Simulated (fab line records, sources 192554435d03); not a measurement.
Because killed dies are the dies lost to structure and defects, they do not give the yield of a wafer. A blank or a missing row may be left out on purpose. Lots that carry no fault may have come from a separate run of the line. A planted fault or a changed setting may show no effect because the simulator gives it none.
The tool behind it: which one? / flow n5 finfet / 24 lots with 72 wafers sampled at 4 steps, on a route of 1938 steps

== WHAT THE GAUGES READ, wafer by wafer ==
N5_BEOL_M1_CD_MEAS_11: the cd target is 17.05 nm.
lot=L074; measured=day 6 14:14; on=cd sem-01; cd nm (nm)=17.08 16.95 16.88
lot=L076; measured=day 6 19:26; on=cd sem-02; cd nm (nm)=17.34 17.23 17.23
lot=L077; measured=day 7 08:14; on=cd sem-02; cd nm (nm)=17.03 16.88 17.30
lot=L075; measured=day 7 11:08; on=cd sem-02; cd nm (nm)=17.05 16.80 16.45
lot=L078; measured=day 7 15:14; on=cd sem-01; cd nm (nm)=16.86 16.89 17.34
lot=L079; measured=day 7 16:35; on=cd sem-02; cd nm (nm)=16.86 16.65 16.57
lot=L080; measured=day 7 20:43; on=cd sem-02; cd nm (nm)=16.99 16.98 17.12
lot=L081; measured=day 8 01:59; on=cd sem-02; cd nm (nm)=16.91 16.81 16.91
lot=L082; measured=day 8 06:32; on=cd sem-02; cd nm (nm)=17.23 16.51 16.74
lot=L083; measured=day 8 11:49; on=cd sem-01; cd nm (nm)=16.57 17.02 17.07
lot=L084; measured=day 8 21:46; on=cd sem-03; cd nm (nm)=17.01 17.19 17.24
lot=L085; measured=day 9 03:04; on=cd sem-02; cd nm (nm)=16.37 16.83 17.10
lot=L086; measured=day 9 04:43; on=cd sem-03; cd nm (nm)=17.21 17.57 16.71
lot=L087; measured=day 9 10:22; on=cd sem-03; cd nm (nm)=16.94 16.80 16.69
lot=L088; measured=day 9 13:59; on=cd sem-02; cd nm (nm)=17.09 16.91 16.92
lot=L089; measured=day 10 04:53; on=cd sem-01; cd nm (nm)=16.71 16.56 16.47
lot=L090; measured=day 10 08:41; on=cd sem-02; cd nm (nm)=17.32 17.41 17.60
lot=L091; measured=day 10 13:07; on=cd sem-03; cd nm (nm)=17.27 17.18 17.25
lot=L092; measured=day 10 17:19; on=cd sem-03; cd nm (nm)=17.33 17.05 16.89
lot=L093; measured=day 10 21:26; on=cd sem-01; cd nm (nm)=16.81 16.94 16.87
lot=L094; measured=day 11 04:01; on=cd sem-01; cd nm (nm)=17.04 17.18 17.14
lot=L095; measured=day 11 11:14; on=cd sem-02; cd nm (nm)=17.52 17.24 17.28
lot=L096; measured=day 11 18:50; on=cd sem-01; cd nm (nm)=17.28 17.09 17.27
lot=L097; measured=day 12 01:47; on=cd sem-03; cd nm (nm)=17.57 16.91 17.35

N5_BEOL_M2_CD_MEAS_18: pitch 36 nm, target cd 18 nm.
lot=L074; measured=day 7 03:19; on=cd sem-03; cd nm (nm)=18.1 17.8 18.4
lot=L076; measured=day 7 09:15; on=cd sem-02; cd nm (nm)=19.1 18.7 17.9
lot=L077; measured=day 8 03:38; on=cd sem-02; cd nm (nm)=18.4 18.6 18.2
lot=L075; measured=day 8 06:49; on=cd sem-01; cd nm (nm)=17.9 18.3 17.9
lot=L078; measured=day 8 03:44; on=cd sem-02; cd nm (nm)=18.1 17.6 17.9
lot=L079; measured=day 8 07:15; on=cd sem-03; cd nm (nm)=17.4 18.3 18.6
lot=L080; measured=day 8 12:49; on=cd sem-03; cd nm (nm)=17.9 17.7 17.8
lot=L081; measured=day 8 19:07; on=cd sem-01; cd nm (nm)=17.6 17.9 18.6
lot=L082; measured=day 8 19:31; on=cd sem-02; cd nm (nm)=18.3 18.3 18.3
lot=L083; measured=day 8 20:30; on=cd sem-02; cd nm (nm)=17.5 18.1 18.0
lot=L084; measured=day 9 15:11; on=cd sem-03; cd nm (nm)=17.4 18.7 18.8
lot=L085; measured=day 9 11:52; on=cd sem-03; cd nm (nm)=17.8 18.1 18.0
lot=L086; measured=day 9 21:09; on=cd sem-01; cd nm (nm)=18.7 17.8 18.2
lot=L087; measured=day 10 05:09; on=cd sem-03; cd nm (nm)=18.1 19.0 18.8
lot=L088; measured=day 10 13:05; on=cd sem-02; cd nm (nm)=17.9 18.7 18.3
lot=L089; measured=day 10 13:13; on=cd sem-03; cd nm (nm)=18.6 17.7 17.5
lot=L090; measured=day 10 20:56; on=cd sem-01; cd nm (nm)=18.1 18.4 18.4
lot=L091; measured=day 10 22:37; on=cd sem-01; cd nm (nm)=18.0 17.8 17.7
lot=L092; measured=day 11 04:05; on=cd sem-03; cd nm (nm)=18.3 17.8 18.7
lot=L093; measured=day 11 05:34; on=cd sem-03; cd nm (nm)=18.5 18.3 18.2
lot=L094; measured=day 11 19:07; on=cd sem-01; cd nm (nm)=17.1 17.9 18.1
lot=L095; measured=day 12 01:19; on=cd sem-03; cd nm (nm)=18.2 18.1 18.4
lot=L096; measured=day 12 09:36; on=cd sem-03; cd nm (nm)=18.0 18.6 18.1
lot=L097; measured=day 12 10:31; on=cd sem-02; cd nm (nm)=18.3 18.9 18.4

== TOOL THAT RAN EACH LOT (tool first, then ch and the chambers of the sampled wafers, then the start) ==
lot=L074; N5_BEOL_M1_STRIP_36=rie diel-03 ch 0,3, day 6 19:26; N5_BEOL_M1_SPUTTER_81=pvd sputter-01, day 6 22:27
lot=L076; N5_BEOL_M1_STRIP_36=rie diel-02 ch 0,2,3, day 7 01:25; N5_BEOL_M1_SPUTTER_81=pvd sputter-02, day 7 03:19
lot=L077; N5_BEOL_M1_STRIP_36=rie diel-02 ch 0,3, day 7 21:18; N5_BEOL_M1_SPUTTER_81=pvd sputter-01, day 7 23:19
lot=L075; N5_BEOL_M1_STRIP_36=rie diel-06 ch 1,2, day 7 21:26; N5_BEOL_M1_SPUTTER_81=pvd sputter-02, day 8 01:02
lot=L078; N5_BEOL_M1_STRIP_36=rie diel-03 ch 1,2, day 7 21:20; N5_BEOL_M1_SPUTTER_81=pvd sputter-03, day 7 23:20
lot=L079; N5_BEOL_M1_STRIP_36=rie diel-03 ch 0,1,3, day 8 00:44; N5_BEOL_M1_SPUTTER_81=pvd sputter-02, day 8 02:52
lot=L080; N5_BEOL_M1_STRIP_36=rie diel-02 ch 1,2, day 8 02:09; N5_BEOL_M1_SPUTTER_81=pvd sputter-02, day 8 04:43
lot=L081; N5_BEOL_M1_STRIP_36=rie diel-02 ch 2,3, day 8 11:07; N5_BEOL_M1_SPUTTER_81=pvd sputter-01, day 8 12:49
lot=L082; N5_BEOL_M1_STRIP_36=rie diel-03 ch 1,3, day 8 11:08; N5_BEOL_M1_SPUTTER_81=pvd sputter-03, day 8 13:01
lot=L083; N5_BEOL_M1_STRIP_36=rie diel-03 ch 2,3, day 8 14:23; N5_BEOL_M1_SPUTTER_81=pvd sputter-03, day 8 16:13
lot=L084; N5_BEOL_M1_STRIP_36=rie diel-03 ch 1,3, day 9 05:50; N5_BEOL_M1_SPUTTER_81=pvd sputter-01, day 9 09:29
lot=L085; N5_BEOL_M1_STRIP_36=rie diel-02 ch 1,3, day 9 05:48; N5_BEOL_M1_SPUTTER_81=pvd sputter-01, day 9 07:38
lot=L086; N5_BEOL_M1_STRIP_36=rie diel-02 ch 0,1,2, day 9 14:30; N5_BEOL_M1_SPUTTER_81=pvd sputter-01, day 9 16:41
lot=L087; N5_BEOL_M1_STRIP_36=rie diel-06 ch 0,3, day 9 19:22; N5_BEOL_M1_SPUTTER_81=pvd sputter-02, day 9 23:05
lot=L088; N5_BEOL_M1_STRIP_36=rie diel-02 ch 0,1,3, day 10 06:42; N5_BEOL_M1_SPUTTER_81=pvd sputter-01, day 10 08:37
lot=L089; N5_BEOL_M1_STRIP_36=rie diel-06 ch 0,1,2, day 10 07:09; N5_BEOL_M1_SPUTTER_81=pvd sputter-03, day 10 09:05
lot=L090; N5_BEOL_M1_STRIP_36=rie diel-06 ch 0,1,3, day 10 11:37; N5_BEOL_M1_SPUTTER_81=pvd sputter-03, day 10 14:50
lot=L091; N5_BEOL_M1_STRIP_36=rie diel-02 ch 0,2, day 10 15:52; N5_BEOL_M1_SPUTTER_81=pvd sputter-01, day 10 18:20
lot=L092; N5_BEOL_M1_STRIP_36=rie diel-06 ch 1,2,3, day 10 20:29; N5_BEOL_M1_SPUTTER_81=pvd sputter-03, day 10 22:44
lot=L093; N5_BEOL_M1_STRIP_36=rie diel-02 ch 0,2,3, day 10 23:35; N5_BEOL_M1_SPUTTER_81=pvd sputter-01, day 11 01:29
lot=L094; N5_BEOL_M1_STRIP_36=rie diel-03 ch 0,1,3, day 11 12:38; N5_BEOL_M1_SPUTTER_81=pvd sputter-01, day 11 14:44
lot=L095; N5_BEOL_M1_STRIP_36=rie diel-02 ch 2,3, day 11 18:45; N5_BEOL_M1_SPUTTER_81=pvd sputter-01, day 11 20:35
lot=L096; N5_BEOL_M1_STRIP_36=rie diel-06 ch 0,3, day 12 01:12; N5_BEOL_M1_SPUTTER_81=pvd sputter-02, day 12 04:19
lot=L097; N5_BEOL_M1_STRIP_36=rie diel-02 ch 0,3, day 12 04:44; N5_BEOL_M1_SPUTTER_81=pvd sputter-03, day 12 06:50
- N5_BEOL_M1_STRIP_36: strips in N2/H2.
- N5_BEOL_M1_SPUTTER_81: material Cu, target thk 4.5 nm, time 8.29 s.

== WHAT THE TOOLS THEMSELVES READ (means of the sampled wafers that have a number; where no wafer has one, the mark that the record gives instead) ==
N5_BEOL_M1_STRIP_36.
lot=L074; tool=rie diel-03; drypump motor current A (A)=6.0; oes product au (a.u.)=0.73; rf vpp V (V)=58.4; showerhead plenum p Torr (Torr)=2.52; throttle valve pct (%)=23.4
lot=L076; tool=rie diel-02; drypump motor current A (A)=5.7; oes product au (a.u.)=0.82; rf vpp V (V)=60.3; showerhead plenum p Torr (Torr)=2.53; throttle valve pct (%)=23.5
lot=L077; tool=rie diel-02; drypump motor current A (A)=5.7; oes product au (a.u.)=0.86; rf vpp V (V)=59.1; showerhead plenum p Torr (Torr)=2.53; throttle valve pct (%)=23.4
lot=L075; tool=rie diel-06; drypump motor current A (A)=5.7; oes product au (a.u.)=0.74; rf vpp V (V)=59.0; showerhead plenum p Torr (Torr)=2.57; throttle valve pct (%)=23.3
lot=L078; tool=rie diel-03; drypump motor current A (A)=6.0; oes product au (a.u.)=0.72; rf vpp V (V)=59.1; showerhead plenum p Torr (Torr)=2.49; throttle valve pct (%)=23.5
lot=L079; tool=rie diel-03; drypump motor current A (A)=5.9; oes product au (a.u.)=0.72; rf vpp V (V)=59.0; showerhead plenum p Torr (Torr)=2.55; throttle valve pct (%)=23.5
lot=L080; tool=rie diel-02; drypump motor current A (A)=5.2; oes product au (a.u.)=0.75; rf vpp V (V)=59.6; showerhead plenum p Torr (Torr)=2.50; throttle valve pct (%)=23.9
lot=L081; tool=rie diel-02; drypump motor current A (A)=5.5; oes product au (a.u.)=0.81; rf vpp V (V)=59.4; showerhead plenum p Torr (Torr)=2.61; throttle valve pct (%)=23.5
lot=L082; tool=rie diel-03; drypump motor current A (A)=6.3; oes product au (a.u.)=0.74; rf vpp V (V)=57.7; showerhead plenum p Torr (Torr)=2.57; throttle valve pct (%)=23.3
lot=L083; tool=rie diel-03; drypump motor current A (A)=6.3; oes product au (a.u.)=0.74; rf vpp V (V)=58.9; showerhead plenum p Torr (Torr)=2.50; throttle valve pct (%)=23.3
lot=L084; tool=rie diel-03; drypump motor current A (A)=6.3; oes product au (a.u.)=0.73; rf vpp V (V)=61.2; showerhead plenum p Torr (Torr)=2.56; throttle valve pct (%)=23.3
lot=L085; tool=rie diel-02; drypump motor current A (A)=5.0; oes product au (a.u.)=0.79; rf vpp V (V)=58.5; showerhead plenum p Torr (Torr)=2.58; throttle valve pct (%)=23.8
lot=L086; tool=rie diel-02; drypump motor current A (A)=5.5; oes product au (a.u.)=0.76; rf vpp V (V)=59.6; showerhead plenum p Torr (Torr)=2.47; throttle valve pct (%)=23.7
lot=L087; tool=rie diel-06; drypump motor current A (A)=5.5; oes product au (a.u.)=0.96; rf vpp V (V)=59.6; showerhead plenum p Torr (Torr)=2.64; throttle valve pct (%)=23.7
lot=L088; tool=rie diel-02; drypump motor current A (A)=5.3; oes product au (a.u.)=0.80; rf vpp V (V)=58.7; showerhead plenum p Torr (Torr)=2.55; throttle valve pct (%)=23.6
lot=L089; tool=rie diel-06; drypump motor current A (A)=5.7; oes product au (a.u.)=0.80; rf vpp V (V)=58.6; showerhead plenum p Torr (Torr)=2.51; throttle valve pct (%)=23.3
lot=L090; tool=rie diel-06; drypump motor current A (A)=5.6; oes product au (a.u.)=0.89; rf vpp V (V)=57.3; showerhead plenum p Torr (Torr)=2.54; throttle valve pct (%)=23.6
lot=L091; tool=rie diel-02; drypump motor current A (A)=5.8; oes product au (a.u.)=0.73; rf vpp V (V)=58.2; showerhead plenum p Torr (Torr)=2.43; throttle valve pct (%)=23.7
lot=L092; tool=rie diel-06; drypump motor current A (A)=5.6; oes product au (a.u.)=0.81; rf vpp V (V)=58.4; showerhead plenum p Torr (Torr)=2.59; throttle valve pct (%)=23.7
lot=L093; tool=rie diel-02; drypump motor current A (A)=5.7; oes product au (a.u.)=0.76; rf vpp V (V)=58.0; showerhead plenum p Torr (Torr)=2.52; throttle valve pct (%)=23.5
lot=L094; tool=rie diel-03; drypump motor current A (A)=5.8; oes product au (a.u.)=0.78; rf vpp V (V)=57.4; showerhead plenum p Torr (Torr)=2.54; throttle valve pct (%)=23.4
lot=L095; tool=rie diel-02; drypump motor current A (A)=5.7; oes product au (a.u.)=0.72; rf vpp V (V)=59.4; showerhead plenum p Torr (Torr)=2.51; throttle valve pct (%)=23.7
lot=L096; tool=rie diel-06; drypump motor current A (A)=5.6; oes product au (a.u.)=0.91; rf vpp V (V)=60.1; showerhead plenum p Torr (Torr)=2.55; throttle valve pct (%)=23.3
lot=L097; tool=rie diel-02; drypump motor current A (A)=5.5; oes product au (a.u.)=0.80; rf vpp V (V)=60.0; showerhead plenum p Torr (Torr)=2.60; throttle valve pct (%)=23.4

N5_BEOL_M1_SPUTTER_81.
lot=L074; tool=pvd sputter-01; throttle valve pct (%)=31.9
lot=L076; tool=pvd sputter-02; throttle valve pct (%)=29.6
lot=L077; tool=pvd sputter-01; throttle valve pct (%)=30.1
lot=L075; tool=pvd sputter-02; throttle valve pct (%)=29.6
lot=L078; tool=pvd sputter-03; throttle valve pct (%)=28.6
lot=L079; tool=pvd sputter-02; throttle valve pct (%)=30.1
lot=L080; tool=pvd sputter-02; throttle valve pct (%)=30.5
lot=L081; tool=pvd sputter-01; throttle valve pct (%)=29.3
lot=L082; tool=pvd sputter-03; throttle valve pct (%)=30.8
lot=L083; tool=pvd sputter-03; throttle valve pct (%)=29.7
lot=L084; tool=pvd sputter-01; throttle valve pct (%)=29.8
lot=L085; tool=pvd sputter-01; throttle valve pct (%)=31.6
lot=L086; tool=pvd sputter-01; throttle valve pct (%)=30.8
lot=L087; tool=pvd sputter-02; throttle valve pct (%)=30.4
lot=L088; tool=pvd sputter-01; throttle valve pct (%)=30.6
lot=L089; tool=pvd sputter-03; throttle valve pct (%)=30.2
lot=L090; tool=pvd sputter-03; throttle valve pct (%)=30.2
lot=L091; tool=pvd sputter-01; throttle valve pct (%)=30.1
lot=L092; tool=pvd sputter-03; throttle valve pct (%)=28.8
lot=L093; tool=pvd sputter-01; throttle valve pct (%)=30.2
lot=L094; tool=pvd sputter-01; throttle valve pct (%)=30.0
lot=L095; tool=pvd sputter-01; throttle valve pct (%)=30.7
lot=L096; tool=pvd sputter-02; throttle valve pct (%)=30.0
lot=L097; tool=pvd sputter-03; throttle valve pct (%)=29.9

== THE ANSWER, worked out from the rows above alone ==
Rule: the usual values come from the lots themselves. The widest of any qualifying gaps counts: lots, ordered by their means at a reading, are off when they make up no more than a third of the lots, leave a main group of 4 or more, and stand apart from it by 3 or more times the standard deviation of that group's means. Not used: any main group whose means are identical at the precision the tables above print for the reading. A lot without any number at a reading at which 4 lots or more have one is off too. All remaining lots with rows at the step are treated as sound. First the gauges in route order, then the tools' own readings, where a lot's mean is used as printed above. At the first step where some lot is off, the reading lying furthest off is the one used; lots without a number count as furthest.
Across all readings shown, no lot is off: no conclusion can be drawn from this.

== WHAT THE SIMULATOR HAD PUT IN ==
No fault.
